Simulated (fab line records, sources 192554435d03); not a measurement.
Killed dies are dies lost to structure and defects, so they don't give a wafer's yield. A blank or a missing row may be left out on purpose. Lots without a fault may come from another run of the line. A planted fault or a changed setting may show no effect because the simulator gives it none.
Chamber matching | flow n5_finfet | N5_BEOL_M6_CURE_75 on uv_cure-01: 3 sister chambers
The step cures SiCOH lowk, time 120 s. 3 wafers are shown with their chamber, then 12 later ones without.

WAFERS WITH THEIR CHAMBER
wafer  | chamber | wafer_temp_C_max
L076.5 | 2       | 373.3
L084.4 | 1       | 371.3
L087.5 | 0       | 372.8

WAFERS WITHOUT THEIR CHAMBER
wafer  | wafer_temp_C_max
L087.2 | 371.4
L087.3 | 373.1
L087.6 | 372.3
L091.1 | 371.8
L091.3 | 372.5
L091.5 | 372.4
L094.1 | 371.8
L094.5 | 372.4
L094.6 | 372.5
L095.1 | 372.6
L095.2 | 372.3
L095.4 | 372.6

WHICH CHAMBER EACH WENT THROUGH
wafer  | from the rows above          | in truth
L087.2 | 1                            | 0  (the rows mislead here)
L087.3 | can't be placed: 2 or 0      | 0
L087.6 | can't be placed: 0 or 1 or 2 | 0
L091.1 | can't be placed: 1 or 0      | 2
L091.3 | can't be placed: 0 or 2      | 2
L091.5 | can't be placed: 0 or 2 or 1 | 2
L094.1 | can't be placed: 1 or 0      | 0
L094.5 | can't be placed: 0 or 2 or 1 | 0
L094.6 | can't be placed: 0 or 2      | 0
L095.1 | can't be placed: 0 or 2      | 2
L095.2 | can't be placed: 0 or 1 or 2 | 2
L095.4 | can't be placed: 0 or 2      | 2
Placed correctly: 0 of 12. Can't be placed from these rows: 11 (the true chamber is among the candidates in 10). Placed wrongly: 1.
How it was worked out, from the rows above alone: a wafer's distance from a chamber is the root of the sum, over the readings, of the square of ((its reading less the chamber's mean) divided by the reading's scatter). The wafer belongs to the nearest chamber; if the next one is less than 2 further off, it can't be placed. A chamber's mean is the mean of its shown wafers. The scatter: with one shown wafer a chamber, the root of the mean of the squares of how far each hidden wafer lies from its nearest shown one.
